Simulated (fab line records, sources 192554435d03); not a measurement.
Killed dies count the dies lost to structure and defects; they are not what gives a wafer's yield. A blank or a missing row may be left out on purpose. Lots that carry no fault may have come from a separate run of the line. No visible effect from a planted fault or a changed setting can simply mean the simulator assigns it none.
Comparing a struck lot with a sound one || flow n5 finfet || 29 steps out of a route of 1938
Sound: the wafers L624.3, L624.4, L624.5. Struck: wafer L635.2 (L635.3, L635.6, from the same lot, were not struck and are left out); the cause is given at the end.
Order at every step that has rows: each side's tool, ch and its chambers, its first start. Under that, the readings that differ: sound wafers || struck wafers || difference of the means || sigmas: that difference in standard deviations of wafers without a fault.
alike: readings whose means differ by less than 2 such deviations, and words and numbers that are the same on both sides. not compared: withheld readings, readings that some wafer has no value for, bounds like >300 that may hide the same value, and numbers for which the record gives no deviation and whose values overlap.
The two part at a step that has a row with sigmas, a row that says differs or no value, or rows on one side only. Numbers that don't overlap but have no deviation are shown without sigmas and don't part them. A reading missing from all wafers of one side parts the sides only when that side holds two or more wafers.

first, 9 steps without rows for these wafers: N5_BEOL_M3_COAT_73 (time 60 s, resist thk 5 nm); N5_BEOL_M3_COAT_05 (resist thk 30 nm); N5_BEOL_M3_EBR_07; N5_BEOL_M3_SOFTBAKE_06 (time 60 s); N5_BEOL_M3_EXPOSE_08 (exposes mask M3); N5_BEOL_M3_PEB_09 (peb time 60 s); N5_BEOL_M3_DEVELOP_10 (develop time 30 s); N5_BEOL_M3_DESCUM_16 (chemistry O2, time 7 s); N5_BEOL_M3_ETCH_74 (etches underlayer in N2/H2, target depth 6.5 nm, time 5.2 s).
N5_BEOL_M3_ETCH_63: etches SiARC in CF4, target depth 15.6 nm, time 26 s.
  sound on rie diel-02 ch 0,1,3, day 7 05:20; struck on rie diel-02 ch 0, day 10 04:08
{"reading": "rf vpp V (V)", "sound": "184.0 184.2 184.8", "struck": 180.8, "difference": -3.5, "sigmas": -3}
  alike: drypump motor current A, etch rf on time s, oes product au, showerhead plenum p Torr, throttle valve pct
  not compared: rf hours counter h
then, 15 steps without rows for these wafers: N5_BEOL_M3_ETCH_64 (etches SOC in N2/H2, target depth 75 nm, overetch 15 nm, time 112.5 s); N5_BEOL_M3_STRIP_65 (strips in N2/H2); N5_BEOL_M3_STRIP_75 (strips in N2/H2); N5_BEOL_M3_STRIP_66 (strips in CF4); N5_BEOL_M3_HM_OPEN_17 (chemistry Cl2/BCl3, target TiN, target depth 20 nm, overetch 6 nm); N5_BEOL_M3_STRIP_19 (strips in O2); N5_BEOL_M3_COAT_67 (time 60 s, resist thk 60 nm); N5_BEOL_M3_COAT_68 (time 60 s, resist thk 12 nm); N5_BEOL_M3_COAT_76 (time 60 s, resist thk 5 nm); N5_BEOL_M3_COAT_22 (resist thk 30 nm); N5_BEOL_M3_EBR_24; N5_BEOL_M3_SOFTBAKE_23 (time 60 s); N5_BEOL_M3_EXPOSE_25 (exposes mask V2, defocus 5 nm); N5_BEOL_M3_PEB_26 (peb time 60 s); N5_BEOL_M3_DEVELOP_27 (develop time 30 s).
N5_BEOL_M3_INSPECT_30: inspects for defects (brightfield).
  sound: defect inspect-01 at day 7 06:13; struck: defect inspect-01 at day 10 04:55
{"reading": "raw defect count", "sound": "662 625 320", "struck": 878, "difference": "+342", "sigmas": "+3"}
then, 1 step without rows for these wafers: N5_BEOL_M3_DESCUM_33 (chemistry O2, time 7 s).
N5_BEOL_M4_RC_MEAS_101:
  sound on prober-01 ch 0, day 8 08:31; struck on prober-01 ch 0, day 11 03:34
{"reading": "DIBL_N (mV/V)", "sound": "39.0 38.3 38.2", "struck": 34.8, "difference": -3.7, "sigmas": -2}
{"reading": "DIBL_P (mV/V)", "sound": "39.2 38.6 38.3", "struck": 32.6, "difference": -6.1, "sigmas": -3}
{"reading": "IOFF_N (nA/um)", "sound": "0.22 0.21 0.21", "struck": 0.13, "difference": -0.08, "sigmas": -3}
{"reading": "ION_N (uA/um)", "sound": "690 687 696", "struck": 643, "difference": -48, "sigmas": -4}
{"reading": "ION_P (uA/um)", "sound": "465 470 466", "struck": 445, "difference": -22, "sigmas": -3}
{"reading": "SS_P (mV/dec)", "sound": "74.2 74.9 73.3", "struck": 71.8, "difference": -2.3, "sigmas": -4}
{"reading": "VT_N (mV)", "sound": "241 243 243", "struck": 253, "difference": "+11", "sigmas": "+3"}
  alike: IOFF_P, SS_N, VT_P
-- here the record skips 5 days between the struck wafers' starts before and after, leaving off in module BEOL_M4 and picking up in module PASSIVATION (first step shown: number 1936 of the route) --
N5_PASSIVATION_PROBE_49:
  sound: prober-01 at day 12 13:04; struck: prober-02 at day 15 16:41
{"reading": "defect limited yield (%)", "sound": "92.7 93.2 94.7", "struck": 88.0, "difference": -5.5, "sigmas": -4}
{"reading": "killed_at_M0_to_M3", "sound": "36 28 24", "struck": 79, "difference": "+50", "sigmas": "+5"}
{"reading": "killed dies", "sound": "86 80 62", "struck": 142, "difference": "+66", "sigmas": "+4"}
{"reading": "killed on rim", "sound": "11 12 8", "struck": 32, "difference": "+22", "sigmas": "+6"}
{"reading": "killed open", "sound": "51 49 49", "struck": 84, "difference": "+34", "sigmas": "+2"}
{"reading": "sort_bin_5_function (%)", "sound": "4.0 3.6 3.1", "struck": 7.3, "difference": "+3.7", "sigmas": "+3"}
{"reading": "sort_bin_8_speed (%)", "sound": "0 0 0", "struck": 0.08, "difference": "+0.08", "sigmas": "+5"}
{"reading": "sort n pass", "sound": "1094 1100 1118", "struck": 1037, "difference": -67, "sigmas": -4}
{"reading": "sort yield pct (%)", "sound": "92.7 93.2 94.7", "struck": 87.9, "difference": -5.6, "sigmas": -4}
  alike: killed_at_M4_up, killed at contacts, killed at front end, killed at other, killed short, sort_bin_6_memory

## WHERE THEY PART
Earliest at N5_BEOL_M3_ETCH_63; latest, in this record, at N5_PASSIVATION_PROBE_49.

WHY: whatever the simulator had introduced
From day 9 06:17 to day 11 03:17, rie diel-02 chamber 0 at N5_BEOL_M3_ETCH_63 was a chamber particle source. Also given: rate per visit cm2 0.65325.
